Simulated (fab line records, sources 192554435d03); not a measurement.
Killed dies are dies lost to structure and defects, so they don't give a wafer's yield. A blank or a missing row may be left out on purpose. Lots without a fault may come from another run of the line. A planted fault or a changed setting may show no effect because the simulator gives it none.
Which tool did it? | flow n5_finfet | 11 lots, 33 wafers sampled, at 4 steps of a route of 1938

WHAT THE GAUGES READ, wafer by wafer
N5_PASSIVATION_CD_MEAS_10: target cd 3000 nm. Usual: cd_nm 2999.5 nm, standard deviation 2.5.
lot  | measured     | on        | cd_nm (nm)           | flag
L873 | day 12 17:32 | cd_sem-01 | 2997.7 2997.2 2997.4 |
L879 | day 14 01:12 | cd_sem-01 | 2996.7 2995.0 2995.6 |
L878 | day 14 03:38 | cd_sem-02 | 2996.4 2995.8 2997.7 |
L882 | day 14 13:25 | cd_sem-01 | 2998.8 3000.7 3001.1 |
L885 | day 15 12:23 | cd_sem-01 | 2996.4 2996.3 2994.7 |
L886 | day 15 16:09 | cd_sem-01 | 2997.3 2997.2 2997.8 |
L887 | day 16 01:41 | cd_sem-02 | 3001.4 2998.8 3001.8 |
L889 | day 16 01:23 | cd_sem-02 | 3001.1 3002.1 2999.2 |
L891 | day 17 00:43 | cd_sem-02 | 3000.1 3001.1 3001.9 |
L893 | day 17 03:14 | cd_sem-02 | 3003.1 3000.7 3001.8 |
L894 | day 18 06:03 | cd_sem-01 | 2999.9 3001.8 2998.4 |

N5_PASSIVATION_OVL_MEAS_63. Usual: PAD_OVL 0 nm, standard deviation 6.8.
lot  | measured     | on         | PAD_OVL (nm) | flag
L873 | day 12 20:40 | overlay-01 | 5 -4 4       |
L879 | day 14 03:10 | overlay-02 | 0 0 1        |
L878 | day 14 05:59 | overlay-02 | 2 3 7        |
L882 | day 14 15:43 | overlay-02 | -4 -2 -6     |
L885 | day 15 14:07 | overlay-02 | -1 0 2       |
L886 | day 15 17:59 | overlay-01 | -8 0 0       |
L887 | day 16 03:37 | overlay-01 | 3 -2 6       |
L889 | day 16 02:55 | overlay-02 | -1 1 -8      |
L891 | day 17 02:44 | overlay-02 | -7 -9 -9     |
L893 | day 17 04:37 | overlay-01 | -4 -1 -12    |
L894 | day 18 08:16 | overlay-02 | 1 6 11       |

WHICH TOOL RAN EACH LOT (tool, then ch and the chambers of the sampled wafers, then the start)
lot  | N5_BEOL_M2_ETCH_69                 | N5_MIM_TOP_DEGAS_04
L873 | rie_diel-04 ch 0,2, day 7 01:04    | pvd_sputter-02, day 12 12:34
L879 | rie_diel-04 ch 1,3, day 8 03:30    | pvd_sputter-01, day 13 22:23
L878 | rie_diel-04 ch 0,1,3, day 8 14:34  | pvd_sputter-03, day 14 00:57
L882 | rie_diel-04 ch 0,1, day 9 03:37    | pvd_sputter-02, day 14 08:16
L885 | rie_diel-02 ch 0,2,3, day 10 06:16 | pvd_sputter-01, day 15 08:41
L886 | rie_diel-05 ch 0,1,2, day 10 09:24 | pvd_sputter-02, day 15 12:08
L887 | rie_diel-02 ch 1,2, day 10 15:10   | pvd_sputter-03, day 15 22:33
L889 | rie_diel-05 ch 1,3, day 11 03:10   | pvd_sputter-01, day 15 21:16
L891 | rie_diel-02 ch 0,1,3, day 11 06:05 | pvd_sputter-02, day 16 21:19
L893 | rie_diel-05 ch 1,2,3, day 11 17:16 | pvd_sputter-03, day 17 00:38
L894 | rie_diel-04 ch 0,3, day 12 08:44   | pvd_sputter-01, day 18 01:37
- N5_BEOL_M2_ETCH_69: etches SiARC in CF4, target depth 15.6 nm, time 26 s.
- N5_MIM_TOP_DEGAS_04: time 60 s.

WHAT THE TOOLS THEMSELVES READ (means of the sampled wafers that have a number; where no wafer has one, the mark that the record gives instead)
N5_BEOL_M2_ETCH_69. Usual: drypump_motor_current_A 5.6 A, standard deviation 0.43; etch_rf_on_time_s 26.1 s, standard deviation 0.44; oes_product_au 0.69 a.u., standard deviation 0.068; rf_vpp_V 184.0 V, standard deviation 1.1; showerhead_plenum_p_Torr 2.15 Torr, standard deviation 0.064; throttle_valve_pct 15.50 %, standard deviation 0.19.
lot  | tool        | drypump_motor_current_A (A) | etch_rf_on_time_s (s) | oes_product_au (a.u.) | rf_vpp_V (V) | showerhead_plenum_p_Torr (Torr) | throttle_valve_pct (%) | flag
L873 | rie_diel-04 | 5.8                         | 25.9                  | 0.65                  | 184.2        | 2.17                            | 15.58                  |
L879 | rie_diel-04 | 5.2                         | 25.9                  | 0.80                  | 184.0        | 2.15                            | 15.08                  |
L878 | rie_diel-04 | 5.4                         | 26.0                  | 0.73                  | 184.4        | 2.16                            | 15.26                  |
L882 | rie_diel-04 | 5.7                         | 26.4                  | 0.68                  | 184.1        | 2.12                            | 15.36                  |
L885 | rie_diel-02 | 5.8                         | 26.2                  | 0.67                  | 183.8        | 2.10                            | 15.55                  |
L886 | rie_diel-05 | 5.6                         | 25.9                  | 0.70                  | 184.8        | 2.19                            | 15.45                  |
L887 | rie_diel-02 | 5.8                         | 26.1                  | 0.71                  | 184.4        | 2.14                            | 15.56                  |
L889 | rie_diel-05 | 5.5                         | 26.0                  | 0.72                  | 183.9        | 2.11                            | 15.51                  |
L891 | rie_diel-02 | 5.4                         | 26.3                  | 0.70                  | 183.8        | 2.15                            | 15.58                  |
L893 | rie_diel-05 | 5.6                         | 26.0                  | 0.65                  | 184.0        | 2.14                            | 15.49                  |
L894 | rie_diel-04 | 5.3                         | 26.2                  | 0.69                  | 184.4        | 2.21                            | 15.41                  |

N5_MIM_TOP_DEGAS_04. Usual: heater_power_w 466 W, standard deviation 35.
lot  | tool           | heater_power_w (W) | flag
L873 | pvd_sputter-02 | 450                |
L879 | pvd_sputter-01 | 468                |
L878 | pvd_sputter-03 | 487                |
L882 | pvd_sputter-02 | 451                |
L885 | pvd_sputter-01 | 471                |
L886 | pvd_sputter-02 | 451                |
L887 | pvd_sputter-03 | 521                |
L889 | pvd_sputter-01 | 475                |
L891 | pvd_sputter-02 | 452                |
L893 | pvd_sputter-03 | 494                |
L894 | pvd_sputter-01 | 459                |

THE ANSWER, worked out from the rows above alone
Rule: a lot is off if the mean of its wafers that have a number lies more than 3 standard deviations from the usual mean. A lot without any number at a reading at which 4 lots or more have one is off too. The other lots that the step has rows for count as sound. The gauges are gone through in route order, then the tools' own readings, and for those a lot's mean is taken as printed above. The first step at which some lot is off is used, and at that step the reading that is off furthest; a lot without a number counts as furthest.
No lot is off at any reading shown: from this, nothing can be told.

WHAT THE SIMULATOR HAD PUT IN
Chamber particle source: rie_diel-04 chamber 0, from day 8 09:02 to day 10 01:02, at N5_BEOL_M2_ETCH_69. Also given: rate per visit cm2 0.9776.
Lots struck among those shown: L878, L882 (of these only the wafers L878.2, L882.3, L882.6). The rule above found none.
